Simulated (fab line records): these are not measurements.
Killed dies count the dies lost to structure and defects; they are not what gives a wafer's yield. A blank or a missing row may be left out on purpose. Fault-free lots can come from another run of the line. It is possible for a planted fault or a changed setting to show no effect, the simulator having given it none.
Chamber matching	flow n5 finfet	N5_BEOL_M9_ETCH_65 on rie diel-03 has 4 sister chambers
The step etches SiARC in CF4, target depth 15.6 nm, time 26 s. 4 wafers are shown with their chamber, then 11 later ones without.

## WAFERS PAIRED WITH THEIR CHAMBERS
wafer	chamber	drypump motor current A (A)
L092.3	0	5.1
L091.2	3	5.1
L091.4	2	5.7
L094.1	1	6.4

## WAFERS MISSING THEIR CHAMBER
wafer	drypump motor current A (A)
L094.2	5.6
L094.6	5.6
L095.2	5.6
L095.3	5.1
L095.6	5.1
L096.1	5.2
L096.2	6.3
L096.4	5.7
L097.1	5.1
L097.2	5.2
L097.4	6.4

## CHAMBER TAKEN BY EACH
wafer	from the rows above	in truth
L094.2	2	2
L094.6	2	2
L095.2	2	2
L095.3	can't be placed: 0 or 3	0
L095.6	can't be placed: 0 or 3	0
L096.1	can't be placed: 0 or 3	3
L096.2	1	1
L096.4	2	2
L097.1	can't be placed: 0 or 3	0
L097.2	can't be placed: 0 or 3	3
L097.4	1	1
6 of 11 placed correctly. Cannot be placed on the basis of these rows: 5; the candidates contain the true chamber in 5. Wrongly placed: 0.
How it was worked out, from the rows above alone: a wafer's distance from a chamber is the root of the sum, over the readings, of the square of ((its reading less the chamber's mean) divided by the reading's scatter). The wafer belongs to the nearest chamber; if the next one is less than 2 further off, it can't be placed. Each chamber's mean is taken over the wafers shown for it. The scatter: with one shown wafer a chamber, the root of the mean of the squares of how far each hidden wafer lies from its nearest shown one.
